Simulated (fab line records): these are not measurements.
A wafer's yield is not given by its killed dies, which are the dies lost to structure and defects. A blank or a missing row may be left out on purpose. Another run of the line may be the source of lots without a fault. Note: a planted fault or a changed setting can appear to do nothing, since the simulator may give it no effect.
What tool caused it? :: flow nand_harc :: 14 lots with 40 wafers sampled at 5 steps, on a route of 1302 steps

WHAT THE GAUGES READ, wafer by wafer
NHARC_THIN_TSV_CD_MEAS_37.
lot: L557
measured: day 23 17:17
on: cd_sem-01
cd_nm (nm): 5000.9 4997.2 4998.6

lot: L558
measured: day 24 20:22
on: cd_sem-03
cd_nm (nm): 4999.4 5000.8 4998.5

lot: L560
measured: day 24 19:11
on: cd_sem-03
cd_nm (nm): 5001.3 4997.5 5001.3

lot: L559
measured: day 25 02:43
on: cd_sem-03
cd_nm (nm): 5000.4 5004.3 4999.3

lot: L561
measured: day 25 16:00
on: cd_sem-03
cd_nm (nm): 5002.2 5004.7 5002.7

lot: L562
measured: day 26 10:23
on: cd_sem-02
cd_nm (nm): 5002.0 4996.6 4998.1

lot: L564
measured: day 26 17:21
on: cd_sem-02
cd_nm (nm): 4997.6 4999.7 4997.9

lot: L563
measured: day 26 21:43
on: cd_sem-03
cd_nm (nm): 4999.1 4996.8 4995.5

lot: L566
measured: day 27 06:38
on: cd_sem-01
cd_nm (nm): 4999.1 5000.0 5000.0

lot: L565
measured: day 27 07:39
on: cd_sem-02
cd_nm (nm): 4998.3 5001.5 4998.5

lot: L569
measured: day 29 06:49
on: cd_sem-03
cd_nm (nm): 4999.3

lot: L578
measured: day 33 00:11
on: cd_sem-02
cd_nm (nm): 4995.0 5000.7 4998.6

lot: L580
measured: day 34 00:23
on: cd_sem-01
cd_nm (nm): 5002.8 5003.9 4999.5

NHARC_END_SORT_01.
lot: L569
measured: day 29 15:43
on: prober-01
killed_at_array: 609 24
killed_at_other: 0 2
killed_at_periphery: 3 5
killed_dies: 612 31
killed_open: 0 8
killed_short: 1 3

lot: L572
measured: day 30 15:43
on: prober-01
killed_at_array: 626 640
killed_at_other: 0 0
killed_at_periphery: 6 6
killed_dies: 632 646
killed_open: 5 2
killed_short: 3 3

TOOL THAT RAN EACH LOT (tool first, then ch and the chambers of the sampled wafers, then the start)
lot: L557
NHARC_A_CONTACT_DEP_84: acl_dep-01 ch 0, day 21 19:26
NHARC_THIN_TSV_DEP_47: pecvd-02 ch 1,2, day 23 11:52
NHARC_THIN_TSV_DEGAS_53: pvd_sputter-03, day 23 14:47

lot: L558
NHARC_A_CONTACT_DEP_84: acl_dep-02 ch 0, day 22 23:01
NHARC_THIN_TSV_DEP_47: pecvd-03 ch 0,2, day 24 14:43
NHARC_THIN_TSV_DEGAS_53: pvd_sputter-02, day 24 17:46

lot: L560
NHARC_A_CONTACT_DEP_84: acl_dep-03 ch 0, day 23 00:23
NHARC_THIN_TSV_DEP_47: pecvd-01 ch 0,1,2, day 24 13:41
NHARC_THIN_TSV_DEGAS_53: pvd_sputter-01, day 24 16:35

lot: L559
NHARC_A_CONTACT_DEP_84: acl_dep-03 ch 0, day 23 06:23
NHARC_THIN_TSV_DEP_47: pecvd-02 ch 0,1,2, day 24 21:10
NHARC_THIN_TSV_DEGAS_53: pvd_sputter-01, day 25 00:07

lot: L561
NHARC_A_CONTACT_DEP_84: acl_dep-01 ch 0, day 23 19:55
NHARC_THIN_TSV_DEP_47: pecvd-02 ch 0,1,2, day 25 10:35
NHARC_THIN_TSV_DEGAS_53: pvd_sputter-03, day 25 13:26

lot: L562
NHARC_A_CONTACT_DEP_84: acl_dep-03 ch 0, day 24 14:26
NHARC_THIN_TSV_DEP_47: pecvd-03 ch 1,2, day 26 05:00
NHARC_THIN_TSV_DEGAS_53: pvd_sputter-03, day 26 07:55

lot: L564
NHARC_A_CONTACT_DEP_84: acl_dep-02 ch 0, day 24 20:12
NHARC_THIN_TSV_DEP_47: pecvd-03 ch 0,1, day 26 11:53
NHARC_THIN_TSV_DEGAS_53: pvd_sputter-02, day 26 14:46

lot: L563
NHARC_A_CONTACT_DEP_84: acl_dep-03 ch 0, day 25 00:19
NHARC_THIN_TSV_DEP_47: pecvd-01 ch 0,1,2, day 26 16:21
NHARC_THIN_TSV_DEGAS_53: pvd_sputter-03, day 26 19:11

lot: L566
NHARC_A_CONTACT_DEP_84: acl_dep-03 ch 0, day 25 08:19
NHARC_THIN_TSV_DEP_47: pecvd-02 ch 0,1, day 27 01:01
NHARC_THIN_TSV_DEGAS_53: pvd_sputter-03, day 27 03:59

lot: L565
NHARC_A_CONTACT_DEP_84: acl_dep-02 ch 0, day 25 12:38
NHARC_THIN_TSV_DEP_47: pecvd-03 ch 0,2, day 27 02:13
NHARC_THIN_TSV_DEGAS_53: pvd_sputter-02, day 27 05:08

lot: L569
NHARC_A_CONTACT_DEP_84: acl_dep-02 ch 0, day 27 10:48
NHARC_THIN_TSV_DEP_47: pecvd-03 ch 0, day 29 01:32
NHARC_THIN_TSV_DEGAS_53: pvd_sputter-01, day 29 04:23

lot: L572
NHARC_A_CONTACT_DEP_84: acl_dep-02 ch 0, day 28 11:06
NHARC_THIN_TSV_DEP_47: -
NHARC_THIN_TSV_DEGAS_53: -

lot: L578
NHARC_A_CONTACT_DEP_84: acl_dep-02 ch 0, day 31 03:53
NHARC_THIN_TSV_DEP_47: pecvd-01 ch 0,1,2, day 32 18:38
NHARC_THIN_TSV_DEGAS_53: pvd_sputter-02, day 32 21:31

lot: L580
NHARC_A_CONTACT_DEP_84: acl_dep-03 ch 0, day 32 02:56
NHARC_THIN_TSV_DEP_47: pecvd-01 ch 0,2, day 33 19:01
NHARC_THIN_TSV_DEGAS_53: pvd_sputter-02, day 33 21:56
- NHARC_A_CONTACT_DEP_84: deposits aC, target thk 2800 nm.
- NHARC_THIN_TSV_DEP_47: deposits SiO2, target thk 200 nm.
- NHARC_THIN_TSV_DEGAS_53: time 60 s.

AS READ BY THE TOOLS THEMSELVES (means over the sampled wafers that have a number; for cases with no such wafer, the mark the record gives instead)
NHARC_A_CONTACT_DEP_84.
lot: L557
tool: acl_dep-01
throttle_valve_pct (%): 35.001

lot: L558
tool: acl_dep-02
throttle_valve_pct (%): 34.998

lot: L560
tool: acl_dep-03
throttle_valve_pct (%): 34.998

lot: L559
tool: acl_dep-03
throttle_valve_pct (%): 35.005

lot: L561
tool: acl_dep-01
throttle_valve_pct (%): 34.997

lot: L562
tool: acl_dep-03
throttle_valve_pct (%): 34.999

lot: L564
tool: acl_dep-02
throttle_valve_pct (%): 35.001

lot: L563
tool: acl_dep-03
throttle_valve_pct (%): 35.002

lot: L566
tool: acl_dep-03
throttle_valve_pct (%): 34.997

lot: L565
tool: acl_dep-02
throttle_valve_pct (%): 35.006

lot: L569
tool: acl_dep-02
throttle_valve_pct (%): 34.992

lot: L572
tool: acl_dep-02
throttle_valve_pct (%): 34.999

lot: L578
tool: acl_dep-02
throttle_valve_pct (%): 34.996

lot: L580
tool: acl_dep-03
throttle_valve_pct (%): 35.001

NHARC_THIN_TSV_DEP_47.
lot: L557
tool: pecvd-02
throttle_valve_pct (%): 16.6

lot: L558
tool: pecvd-03
throttle_valve_pct (%): 16.5

lot: L560
tool: pecvd-01
throttle_valve_pct (%): 16.0

lot: L559
tool: pecvd-02
throttle_valve_pct (%): 16.5

lot: L561
tool: pecvd-02
throttle_valve_pct (%): 16.7

lot: L562
tool: pecvd-03
throttle_valve_pct (%): 16.9

lot: L564
tool: pecvd-03
throttle_valve_pct (%): 16.5

lot: L563
tool: pecvd-01
throttle_valve_pct (%): 16.0

lot: L566
tool: pecvd-02
throttle_valve_pct (%): 16.2

lot: L565
tool: pecvd-03
throttle_valve_pct (%): 16.9

lot: L569
tool: pecvd-03
throttle_valve_pct (%): 16.2

lot: L578
tool: pecvd-01
throttle_valve_pct (%): 16.3

lot: L580
tool: pecvd-01
throttle_valve_pct (%): 16.6

NHARC_THIN_TSV_DEGAS_53.
lot: L557
tool: pvd_sputter-03
heater_power_w (W): 451

lot: L558
tool: pvd_sputter-02
heater_power_w (W): 466

lot: L560
tool: pvd_sputter-01
heater_power_w (W): 439

lot: L559
tool: pvd_sputter-01
heater_power_w (W): 433

lot: L561
tool: pvd_sputter-03
heater_power_w (W): 455

lot: L562
tool: pvd_sputter-03
heater_power_w (W): 441

lot: L564
tool: pvd_sputter-02
heater_power_w (W): 454

lot: L563
tool: pvd_sputter-03
heater_power_w (W): 441

lot: L566
tool: pvd_sputter-03
heater_power_w (W): 440

lot: L565
tool: pvd_sputter-02
heater_power_w (W): 447

lot: L569
tool: pvd_sputter-01
heater_power_w (W): 414

lot: L578
tool: pvd_sputter-02
heater_power_w (W): 445

lot: L580
tool: pvd_sputter-02
heater_power_w (W): 452

THE ANSWER, worked out from the rows above alone
Rule: the lots themselves supply what counts as usual. The widest of any qualifying gaps counts: lots, ordered by their means at a reading, are off when they make up no more than a third of the lots, leave a main group of 4 or more, and stand apart from it by 3 or more times the standard deviation of that group's means. A main group is skipped when, at the precision printed for the reading in the tables above, its means are all equal. Also off: a lot with no number at a reading for which 4 or more lots have one. Any other lot the step has rows for is counted as sound. Order of review: gauges by route order, followed by the tools' own readings, for which a lot's mean as printed above is used. At the first step where some lot is off, the reading lying furthest off is the one used; lots without a number count as furthest.
Nothing can be told from this: no lot is off at any reading shown.

WHAT THE SIMULATOR HAD PUT IN
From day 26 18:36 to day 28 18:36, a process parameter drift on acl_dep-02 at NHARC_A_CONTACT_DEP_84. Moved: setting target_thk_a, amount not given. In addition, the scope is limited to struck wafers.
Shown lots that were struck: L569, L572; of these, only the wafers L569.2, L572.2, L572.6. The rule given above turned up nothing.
